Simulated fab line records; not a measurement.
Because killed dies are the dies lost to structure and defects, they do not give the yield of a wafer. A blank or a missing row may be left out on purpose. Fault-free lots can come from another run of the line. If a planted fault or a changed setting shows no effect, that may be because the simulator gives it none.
Chamber matching | flow n5 finfet | N5_SPACER0_ALD_00 on ald sin-02 has 4 sister chambers
The step deposits SiOCN, target thk 3.5 nm, pulse time 3 s, purge time 2 s. 20 wafers are shown with their chamber, then 10 later ones without.

## WAFERS, EACH WITH ITS CHAMBER
wafer  | chamber | heater power w (W) | precursor pulse height rel
L074.2 | 1       | 808                | 1.002
L074.3 | 0       | 910                | 0.969
L074.4 | 3       | 919                | 0.980
L076.2 | 2       | 861                | 1.001
L076.4 | 3       | 902                | 1.015
L076.5 | 0       | 897                | 0.996
L078.1 | 2       | 878                | 0.998
L078.4 | 1       | 828                | 1.010
L078.5 | 0       | 881                | 1.023
L079.1 | 3       | 924                | 1.035
L079.3 | 0       | 880                | 1.021
L079.5 | 3       | 912                | 1.018
L080.2 | 0       | 912                | 1.001
L080.5 | 0       | 899                | 0.961
L080.6 | 2       | 850                | 1.027
L084.1 | 3       | 928                | 1.018
L084.3 | 2       | 874                | 1.011
L084.6 | 2       | 868                | 1.012
L089.1 | 2       | 859                | 1.012
L089.2 | 3       | 930                | 1.027

SIGNATURES (means of the wafers above)
reading                    | chamber 0 | chamber 1 | chamber 2 | chamber 3 | scatter within a chamber
heater power w             | 896.50    | 818.00    | 865.00    | 919.17    | 11.8
precursor pulse height rel | 0.99517   | 1.00600   | 1.01017   | 1.01550   | 0.0188
Rule: a wafer's distance from a chamber is the root of the sum, over the readings, of the square of ((its reading less the chamber's mean) divided by the reading's scatter). The wafer belongs to the nearest chamber; if the next one is less than 2 further off, it can't be placed. The scatter is the square root of a quotient: the sum, over the shown wafers, of each reading's squared deviation from its chamber's mean, divided by wafers minus chambers.

## WAFERS MISSING THEIR CHAMBER
wafer  | heater power w (W) | precursor pulse height rel
L089.4 | 820                | 0.995
L090.1 | 873                | 1.016
L090.2 | 943                | 0.963
L090.3 | 820                | 0.999
L094.1 | 881                | 1.008
L094.2 | 826                | 0.999
L094.3 | 928                | 1.015
L095.1 | 883                | 0.981
L095.2 | 813                | 0.953
L095.3 | 943                | 0.974

## EACH ONE'S CHAMBER
wafer  | from the rows above          | in truth
L089.4 | 1                            | 1
L090.1 | can't be placed: 2 or 0      | 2
L090.2 | can't be placed: 3 or 0      | 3
L090.3 | 1                            | 1
L094.1 | can't be placed: 2 or 0 or 3 | 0
L094.2 | 1                            | 1
L094.3 | 3                            | 3
L095.1 | can't be placed: 0 or 2      | 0
L095.2 | 1                            | 1
L095.3 | can't be placed: 3 or 0      | 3
5 of 10 placed correctly. Can't be placed from these rows: 5 (the true chamber is among the candidates in 5). 0 placed wrongly.
